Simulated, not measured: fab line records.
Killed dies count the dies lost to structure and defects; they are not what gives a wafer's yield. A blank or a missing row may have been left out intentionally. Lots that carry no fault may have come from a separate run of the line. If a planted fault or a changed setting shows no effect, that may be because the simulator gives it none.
fab line records	flow n5Finfet
record lots=3	wafers=9	lastDay=16
route steps=1938 shown BEOL_M1@758 BEOL_M4@1111
lots that met no fault: from a run of the same line without faults
startH: hours from the record's first day to the start of the lot's first wafer shown	waitH: hours from the lot's prior step to this one	" repeats the value in the row above	L1.1+2: a row that stands for several wafers	- either no value or no given start	* or withheld: withheld	< > ~ a bound
route shown NAME@n: names a module that has steps shown in the file, with the first one's number in the route	usual: the fault-free wafers' mean and standard deviation	same: alike in all rows	chamber/n: place in a boat	sites: readings site by site	_std_site: standard deviation across them	_edge_site: mean of outer sites minus mean of inner sites	radiusMm: how far each site lies from the wafer's centre	mask NAME#n: copy n	behind: the last tool/chamber to shape the wafer	hold: why the lot was held/for how many hours/how that ended	device: transistor that didn't switch, given as n, p or np	end of line: at the end of the route, the tests of the same wafers	for a step that has no rows: nothing shown but its recipe	killed: dies lost to structure and defects at the first sort, not the wafer's yield	map: per-die view of a wafer (x killed, . not killed, _ where there is no die)
set.NAME: setting as actually run; set.NAME@STEP: the setting as run at that earlier step	model.NAME: the simulator's own value behind a step, which no gauge read
lots at selected steps of the route; one table per step, one row per wafer
services: the hour from which a tool's chamber was out of use, counted from the record's first day as startH (under 0 if before that day), plus the number of hours and why
## steps
# step N5_BEOL_M1_COAT_05
# recipe resist=CAR-EUV	spinRpm=1500	resistThkNm=30
# step N5_BEOL_M1_EBR_07
# recipe solvent=PGMEA	ebrWidthMm=1.5
# step N5_BEOL_M1_SOFTBAKE_06
# recipe tempC=110	timeS=60	resist=CAR-EUV
# step N5_BEOL_M1_EXPOSE_08
# recipe maskId=M1	na=0.33	sourceShape=dipole	sigmaInner=0.369	sigmaOuter=0.767	polarization=unpolarized	doseMj=33
# step N5_BEOL_M1_PEB_09
# recipe pebTempC=100	pebTimeS=60	resist=CAR-EUV
# step N5_BEOL_M1_DEVELOP_10
# recipe developTimeS=30	developer=TMAH	resist=CAR-EUV	rinseLiquid=surfactantRinse	dry=airSpin	devTempC=23
# step N5_BEOL_M1_DESCUM_16
# recipe chemistry=O2	timeS=7	sourcePowerW=50	biasPowerW=20	pressureMtorr=20	rfFrequencyHz=2.712e+07	tempC=40	resist=CAR-EUV	o2FlowSccm=225
# step N5_BEOL_M1_ETCH_74
# recipe chemistry=N2/H2	target=underlayer	targetDepthA=65	maskMaterial=CAR-EUV	timeS=5.2	ionEnergyEv=200	pressureMtorr=30	sourceW=840	biasW=150	n2FlowSccm=200	h2FlowSccm=200	ends=cleared
# step N5_BEOL_M1_ETCH_63
# recipe chemistry=CF4	target=SiARC	targetDepthA=156	maskMaterial=CAR-EUV	timeS=26	ionEnergyEv=80	pressureMtorr=40	sourceW=545	biasW=36	Ar_flow_sccm=100	cf4FlowSccm=100	ends=cleared
# step N5_BEOL_M1_ETCH_64
# recipe chemistry=N2/H2	target=SOC	targetDepthA=750	overetchA=150	maskMaterial=SiARC	tempC=40	timeS=112.5	ionEnergyEv=200	pressureMtorr=30	sourceW=840	biasW=150	n2FlowSccm=200	h2FlowSccm=200
# usual chamberPressureMTorr=30.001/0.028	drypumpMotorCurrentA=5.8/0.4	oesProductAu=0.60/0.062	rfVppV=523.0/2.4	showerheadPlenumPTorr=2.51/0.081	throttleValvePct=17.82/0.23
lot.wafer	tool	chamber	startH	waitH	chamberPressureMTorr	drypumpMotorCurrentA	oesProductAu	rfHoursCounterH	rfVppV	showerheadPlenumPTorr	throttleValvePct	model.SiARC_of_BEOL_M1_COAT_62.thkNm	model.BEOL_M1.cdOffsetNm
L302.1	rieDiel-03	1	159.90	0.0	30.012	4.7	0.53	248	524.8	2.60	17.89	6.8	-0.2
L302.2	"	0	"	"	29.988	6.1	0.60	171	519.2	2.43	17.80	6.8	-0.4
L302.4	"	3	"	"	30.032	6.2	0.64	99	522.6	2.46	17.78	6.8	-0.4
L309.2	rieDiel-03	2	202.79	0.0	30.008	6.2	0.57	173	520.2	2.44	17.91	6.8	0
L309.4	"	0	"	"	30.001	6.1	0.59	185	520.8	2.42	17.85	6.8	-0.2
L309.5	"	1	"	"	29.969	4.8	0.78	-	527.5	2.60	17.43	8	-0.6
L317.1	rieDiel-04	3	243.72	0.0	29.994	5.9	0.56	234	523.2	2.50	18.06	6.8	0
L317.2	"	0	"	"	30.006	5.6	0.55	223	524.4	2.51	18.13	7	0.2
L317.5	"	2	"	"	30.018	5.7	0.74	-	522.7	2.49	17.64	6.8	0
# step N5_BEOL_M1_STRIP_65
# recipe chemistry=N2/H2	tempC=40	n2FlowSccm=200	h2FlowSccm=200	rfFrequencyHz=6e+07
# step N5_BEOL_M1_STRIP_75
# recipe chemistry=N2/H2	tempC=40	n2FlowSccm=200	h2FlowSccm=200	rfFrequencyHz=6e+07
# step N5_BEOL_M1_STRIP_66
# recipe chemistry=CF4	resist=SiARC	powerW=300	biasPowerW=75	pressureMtorr=50	cf4FlowSccm=150	rfFrequencyHz=6e+07
# step N5_BEOL_M1_HM_OPEN_17
# recipe chemistry=Cl2/BCl3	targetDepthA=200	overetchA=60	target=TiN	maskMaterial=SOC	ionEnergyEv=150	pressureMtorr=10	icpW=1000	biasW=126	Cl2_flow_sccm=53.25	bcl3FlowSccm=21.75	Ar_flow_sccm=25
# usual bcl3FlowSccm=21.75/0.061	chamberPressureMTorr=10.001/0.0091	drypumpMotorCurrentA=5.8/0.34	oesProductAu=0.66/0.096	throttleValvePct=22.02/0.12
lot.wafer	tool	chamber	startH	waitH	bcl3FlowSccm	chamberPressureMTorr	drypumpMotorCurrentA	oesProductAu	rfHoursCounterH	throttleValvePct	model.BEOL_M1.cdOffsetNm
L302.1	rieMetal-03	1	160.06	0.0	21.64	9.990	5.8	0.67	37	21.96	-0.2
L302.2	"	0	"	"	21.79	10.000	6.1	0.55	98	21.95	-0.2
L302.4	"	0	"	"	21.77	10.000	6.1	0.56	-	21.95	-0.4
L309.2	rieMetal-02	1	202.96	0.0	21.78	10.027	6.2	0.78	6	21.79	-0.2
L309.4	"	0	"	"	21.77	10.013	6.2	0.69	-	22.05	-0.2
L309.5	"	1	"	"	21.79	10.003	6.2	0.80	-	21.76	-0.6
L317.1	rieMetal-03	1	243.92	0.1	21.71	10.005	5.8	0.66	46	21.97	0
L317.2	"	0	"	"	21.76	10.005	6.1	0.54	107	21.94	0.2
L317.5	"	0	"	"	21.68	10.013	6.1	0.54	-	21.96	0
# step N5_BEOL_M1_STRIP_19
# recipe chemistry=O2	powerW=400	tempC=40	pressureMtorr=30	rfFrequencyHz=6e+07	biasPowerW=0	overashFraction=0.2	o2FlowSccm=225
# step N5_BEOL_M1_COAT_67
# recipe resist=SOC	tempC=250	timeS=60	spinRpm=1500	resistThkNm=60
# step N5_BEOL_M1_COAT_68
# recipe resist=SiARC	tempC=220	timeS=60	spinRpm=1500	resistThkNm=12
# step N5_BEOL_M1_COAT_76
# recipe resist=underlayer	tempC=205	timeS=60	spinRpm=1500	resistThkNm=5
# step N5_BEOL_M1_COAT_22
# recipe resist=CAR-EUV	spinRpm=1500	resistThkNm=30
# step N5_BEOL_M1_EBR_24
# recipe solvent=PGMEA	ebrWidthMm=1.5
# step N5_BEOL_M1_SOFTBAKE_23
# recipe tempC=110	timeS=60	resist=CAR-EUV
# step N5_BEOL_M1_EXPOSE_25
# recipe maskId=V0	na=0.33	sourceShape=quasar	sigmaInner=0.2	sigmaOuter=0.8	polarization=unpolarized	defocusNm=5	targetCdNm=24	doseMj=63
# step N5_BEOL_M1_PEB_26
# recipe pebTempC=100	pebTimeS=60	resist=CAR-EUV
# step N5_BEOL_M1_DEVELOP_27
# recipe developTimeS=30	developer=TMAH	resist=CAR-EUV	rinseLiquid=surfactantRinse	dry=airSpin	devTempC=23
# step N5_BEOL_M1_DESCUM_33
# recipe chemistry=O2	timeS=7	sourcePowerW=50	biasPowerW=20	pressureMtorr=20	rfFrequencyHz=2.712e+07	tempC=40	resist=CAR-EUV	o2FlowSccm=225
# step N5_BEOL_M1_ETCH_77
# recipe chemistry=N2/H2	target=underlayer	targetDepthA=65	maskMaterial=CAR-EUV	timeS=5.2	ionEnergyEv=200	pressureMtorr=30	sourceW=840	biasW=150	n2FlowSccm=200	h2FlowSccm=200	ends=cleared
# step N5_BEOL_M1_ETCH_69
# recipe chemistry=CF4	target=SiARC	targetDepthA=156	maskMaterial=CAR-EUV	timeS=26	ionEnergyEv=80	pressureMtorr=40	sourceW=545	biasW=36	Ar_flow_sccm=100	cf4FlowSccm=100	ends=cleared
# step N5_BEOL_M1_ALD_98
# recipe material=SiO2	targetThkA=25	tempC=100	aldPrecursorFamily=BDEAS	aldCoReactant=O2-plasma	pulseTimeS=1	coReactantPulseTimeS=1	purgeTimeS=2	coReactantPurgeTimeS=2	aldCycles=17	pressureTorr=2
# step N5_BEOL_M1_ETCHBACK_99
# recipe chemistry=CHF3	target=SiO2	targetDepthA=50	timeS=10.4	sourceW=215	biasW=47	Ar_flow_sccm=200	CHF3_flow_sccm=12	ionEnergyEv=100	pressureMtorr=30
# step N5_BEOL_M1_ETCH_70
# recipe chemistry=N2/H2	target=SOC	targetDepthA=800	overetchA=160	maskMaterial=SiARC	tempC=40	timeS=120	ionEnergyEv=200	pressureMtorr=30	sourceW=840	biasW=150	n2FlowSccm=200	h2FlowSccm=200
# step N5_BEOL_M1_STRIP_71
# recipe chemistry=N2/H2	tempC=40	n2FlowSccm=200	h2FlowSccm=200	rfFrequencyHz=6e+07
# step N5_BEOL_M1_STRIP_78
# recipe chemistry=N2/H2	tempC=40	n2FlowSccm=200	h2FlowSccm=200	rfFrequencyHz=6e+07
# step N5_BEOL_M1_VIA_ETCH_34
# recipe chemistry=C4F6/O2	targetDepthA=678	maskMaterial=SOC	pressureMtorr=15	ionEnergyEv=250	taperDeg=4	timeS=64.4	sourceW=350	biasW=170	Ar_flow_sccm=300	C4F6_flow_sccm=10	O2_flow_sccm=10
# step N5_BEOL_M1_STRIP_83
# recipe chemistry=C4F6/O2	resist=SiARC	rfFrequencyHz=6e+07
# step N5_BEOL_M1_STRIP_36
# recipe chemistry=N2/H2	powerW=450	tempC=40	pressureMtorr=20	rfFrequencyHz=6e+07	overashFraction=0.3	biasPowerW=7	h2Frac=0.5	n2FlowSccm=200	h2FlowSccm=200
# step N5_BEOL_M1_CD_MEAS_35
# recipe targetCdNm=18	targetCdYNm=21	polarity=opening
# usual cdNm=17.99/0.3
lot.wafer	tool	chamber	startH	waitH	cdNm
L302.1	cdSem-03	-	161.77	0.0	17.67
L302.2	"	-	"	"	17.57
L302.4	"	-	"	"	17.69
L309.2	cdSem-03	-	204.38	0.0	17.69
L309.4	"	-	"	"	17.55
L309.5	"	-	"	"	16.90
L317.1	cdSem-02	-	247.11	0.0	17.95
L317.2	"	-	"	"	18.00
L317.5	"	-	"	"	18.04
# step N5_BEOL_M4_RC_MEAS_101
# usual DIBL_N=35.7/1.3	DIBL_P=35.4/1.8	IOFF_N=0.152/0.027	IOFF_P=0.20/0.034	ION_N=672/9.8	ION_P=461/7.5	SS_N=71.4/0.55	SS_P=73.1/0.61	VT_N=251/3.3	VT_P=-251/3.6
lot.wafer	tool	chamber	startH	waitH	DIBL_N[mV/V]	DIBL_P[mV/V]	IOFF_N[nA/um]	IOFF_P[nA/um]	ION_N[uA/um]	ION_P[uA/um]	SS_N[mV/dec]	SS_P[mV/dec]	VT_N[mV]	VT_P[mV]
L302.1	prober-02	0	200.27	0.0	35.6	37.1	0.164	0.24	684	474	70.8	73.0	247	-245
L302.2	"	0	"	"	34.1	34.2	0.130	0.18	675	462	70.5	72.3	253	-247
L302.4	"	0	"	"	34.6	35.8	0.146	0.21	675	464	71.0	72.0	249	-247
L309.2	prober-02	0	241.49	0.4	35.9	35.9	0.141	0.19	665	454	71.2	73.2	253	-252
L309.4	"	0	"	"	37.2	36.9	0.161	0.21	675	454	72.1	73.0	250	-253
L309.5	"	0	"	"	34.6	33.9	0.126	0.17	658	454	71.0	72.2	255	-256
L317.1	prober-02	0	285.90	0.0	34.2	33.3	0.111	0.15	661	458	70.7	72.3	254	-257
L317.2	"	0	"	"	37.3	37.7	0.176	0.22	694	473	71.7	73.1	249	-250
L317.5	"	0	"	"	34.7	34.4	0.131	0.17	674	463	70.3	72.6	251	-252
## services
tool	chamber	startH	hours	kind
rieDiel-03	1	170.57	-	clean
rieDiel-03	1	170.57	-	consumableReplace:focusRing
rieDiel-03	1	170.57	23.4	scheduledDown
rieDiel-03	1	170.57	23.4	ventCycle
rieDiel-04	2	185.70	-	clean
rieDiel-04	2	185.70	-	consumableReplace:focusRing
rieDiel-04	2	185.70	13.5	scheduledDown
rieDiel-04	2	185.70	13.5	ventCycle
rieMetal-03	-	220.80	1.4	pm
## key
firstSign step=N5_BEOL_M1_CD_MEAS_35	reading=cdNm	direction=down	sigmas=3.6	usual=17.99	struck=16.90
effect none on later readings
modelEffect step=N5_BEOL_M1_ETCH_64	value=SiARC_of_BEOL_M1_COAT_62.thkNm	without=6.4	struck=8
modelEffect step=N5_BEOL_M1_HM_OPEN_17	value=BEOL_M1.cdOffsetNm	without=0	struck=-0.6
metAt N5_BEOL_M1_ETCH_64
struckWafers L309.5
onsetBetween 159.90 202.79
fault kind=processParameterDrift	tool=rieDiel-03	chamber=-	onsetH=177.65	steps=N5_BEOL_M1_ETCH_64	channel=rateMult	offset=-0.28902	shape=step	endH=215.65	scope=struckWafersOnly
